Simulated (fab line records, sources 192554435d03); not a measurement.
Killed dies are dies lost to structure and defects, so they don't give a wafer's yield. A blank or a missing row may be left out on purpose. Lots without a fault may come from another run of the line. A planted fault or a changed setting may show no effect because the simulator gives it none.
Chamber matching | flow n5_finfet | N5_FIN_SAQP_FIN_ETCH_36 on rie_si-02: 4 sister chambers
The step etches the open film in HBr/Cl2/O2, target depth 120 nm, time 50.4 s. 24 wafers are shown with their chamber, then 12 later ones without.

WAFERS WITH THEIR CHAMBER
wafer  | chamber | throttle_valve_pct (%) | oes_product_au (a.u.)
L074.2 | 0       | 36.27                  | 1.014
L074.3 | 2       | 36.43                  | 1.015
L074.4 | 2       | 36.43                  | 1.009
L078.1 | 2       | 36.46                  | 0.994
L078.3 | 1       | 35.94                  | 1.020
L078.4 | 3       | 35.97                  | 0.990
L079.2 | 1       | 35.93                  | 1.023
L079.5 | 3       | 35.96                  | 0.982
L079.6 | 2       | 36.46                  | 1.004
L080.2 | 1       | 35.96                  | 1.016
L080.3 | 0       | 36.29                  | 1.010
L080.6 | 0       | 36.25                  | 1.014
L081.3 | 3       | 35.97                  | 0.986
L081.5 | 3       | 35.98                  | 0.980
L081.6 | 0       | 36.28                  | 0.992
L082.2 | 2       | 36.44                  | 1.004
L082.4 | 0       | 36.26                  | 1.021
L082.5 | 1       | 35.94                  | 1.017
L088.2 | 2       | 36.43                  | 0.978
L088.3 | 0       | 36.29                  | 0.996
L088.5 | 2       | 36.44                  | 0.978
L090.2 | 3       | 35.94                  | 1.005
L090.3 | 1       | 35.94                  | 1.022
L090.4 | 2       | 36.40                  | 0.995

SIGNATURES (means of the wafers above)
reading            | chamber 0 | chamber 1 | chamber 2 | chamber 3 | scatter within a chamber
throttle_valve_pct | 36.2733   | 35.9420   | 36.4363   | 35.9640   | 0.0163
oes_product_au     | 1.00783   | 1.01960   | 0.99712   | 0.98860   | 0.0109
Rule: a wafer's distance from a chamber is the root of the sum, over the readings, of the square of ((its reading less the chamber's mean) divided by the reading's scatter). The wafer belongs to the nearest chamber; if the next one is less than 2 further off, it can't be placed. The scatter: the root of (the sum of the squares of (reading less its chamber's mean) over the shown wafers, divided by (wafers less chambers)).

WAFERS WITHOUT THEIR CHAMBER
wafer  | throttle_valve_pct (%) | oes_product_au (a.u.)
L091.1 | 35.93                  | 1.022
L091.3 | 36.42                  | 0.986
L091.6 | 36.25                  | 1.015
L092.2 | 36.24                  | 1.020
L092.5 | 35.94                  | 0.991
L092.6 | 36.26                  | 1.010
L093.1 | 36.27                  | 1.012
L093.3 | 35.94                  | 1.014
L093.6 | 35.95                  | 1.014
L094.1 | 36.44                  | 0.981
L094.2 | 35.95                  | 0.996
L094.3 | 35.96                  | 1.022

WHICH CHAMBER EACH WENT THROUGH
wafer  | from the rows above     | in truth
L091.1 | 1                       | 1
L091.3 | 2                       | 2
L091.6 | 0                       | 0
L092.2 | 0                       | 0
L092.5 | can't be placed: 3 or 1 | 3
L092.6 | 0                       | 0
L093.1 | 0                       | 0
L093.3 | 1                       | 1
L093.6 | can't be placed: 1 or 3 | 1
L094.1 | 2                       | 2
L094.2 | can't be placed: 3 or 1 | 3
L094.3 | can't be placed: 1 or 3 | 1
Placed correctly: 8 of 12. Can't be placed from these rows: 4 (the true chamber is among the candidates in 4). Placed wrongly: 0.
